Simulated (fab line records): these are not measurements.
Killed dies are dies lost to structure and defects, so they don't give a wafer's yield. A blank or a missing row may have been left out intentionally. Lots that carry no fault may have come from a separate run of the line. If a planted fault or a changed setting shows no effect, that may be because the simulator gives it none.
Chamber matching	flow n5-finfet	3 sister chambers for N5_BEOL_M6_CURE_75 on uv-cure-02
The step cures SiCOH lowk, time 120 s. 3 wafers are shown with their chamber, then 11 later ones without.

== WAFERS PAIRED WITH THEIR CHAMBERS ==
wafer	chamber	lamp-power-pct (%)
L079.5	2	52.23
L083.5	0	52.25
L089.1	1	52.29

== WAFERS WHOSE CHAMBER IS MISSING ==
wafer	lamp-power-pct (%)
L089.5	52.29
L089.6	52.26
L092.1	52.35
L092.3	52.35
L092.4	52.32
L094.1	52.27
L094.2	52.32
L094.3	52.36
L097.1	52.31
L097.3	52.21
L097.5	52.36

== CHAMBER TAKEN BY EACH ==
wafer	from the rows above	in truth
L089.5	can't be placed: 1 or 0 or 2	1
L089.6	can't be placed: 0 or 1 or 2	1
L092.1	can't be placed: 1 or 0 or 2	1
L092.3	can't be placed: 1 or 0 or 2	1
L092.4	can't be placed: 1 or 0 or 2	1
L094.1	can't be placed: 1 or 0 or 2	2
L094.2	can't be placed: 1 or 0 or 2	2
L094.3	can't be placed: 1 or 0 or 2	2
L097.1	can't be placed: 1 or 0 or 2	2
L097.3	can't be placed: 2 or 0 or 1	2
L097.5	can't be placed: 1 or 0 or 2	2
Placed correctly: 0 of 11. These rows do not allow placing 11 (true chamber among the candidates in 11). Number placed wrongly: 0.
How it was worked out, from the rows above alone: a wafer's distance from a chamber is the root of the sum, over the readings, of the square of ((its reading less the chamber's mean) divided by the reading's scatter). The wafer belongs to the nearest chamber; if the next one is less than 2 further off, it can't be placed. A chamber's mean is the mean of its shown wafers. The scatter: root of mean squared gap, hidden wafer to nearest shown wafer, with one shown wafer a chamber.
